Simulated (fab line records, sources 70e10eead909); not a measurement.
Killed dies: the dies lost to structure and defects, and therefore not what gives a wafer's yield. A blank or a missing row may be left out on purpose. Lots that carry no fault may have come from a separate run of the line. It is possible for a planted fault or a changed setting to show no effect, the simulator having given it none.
Chamber matching -- flow nand-harc -- 3 sister chambers for NHARC_A_BONDPAD_DEP_00 on pecvd-02
The step deposits SiCN, target thk 250 nm. 3 wafers are shown with their chamber, then 9 later ones without.

WAFERS PAIRED WITH THEIR CHAMBERS
wafer,chamber,heater-power-w (W)
L085.4,1,509
L085.5,0,678
L085.6,2,519

WAFERS WITH NO CHAMBER GIVEN
wafer,heater-power-w (W)
L097.2,541
L097.3,645
L097.4,498
L097.1,496
L097.5,572
L097.6,661
L094.1,498
L094.3,465
L094.4,478

EACH ONE'S CHAMBER
wafer,from the rows above,in truth
L097.2,can't be placed: 2 or 1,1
L097.3,0,0
L097.4,can't be placed: 1 or 2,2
L097.1,can't be placed: 1 or 2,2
L097.5,can't be placed: 2 or 1 or 0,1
L097.6,0,0
L094.1,can't be placed: 1 or 2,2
L094.3,can't be placed: 1 or 2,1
L094.4,can't be placed: 1 or 2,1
Correctly placed: 2 of 9. From these rows, 7 cannot be placed; in 7 the true chamber is one of the candidates. 0 placed wrongly.
How it was worked out, from the rows above alone: a wafer's distance from a chamber is the root of the sum, over the readings, of the square of ((its reading less the chamber's mean) divided by the reading's scatter). If the next closest chamber is less than 2 further off than the closest, the wafer can't be placed; otherwise it belongs to the closest. A chamber's mean is the mean of its shown wafers. The scatter: root of mean squared gap, hidden wafer to nearest shown wafer, with one shown wafer a chamber.
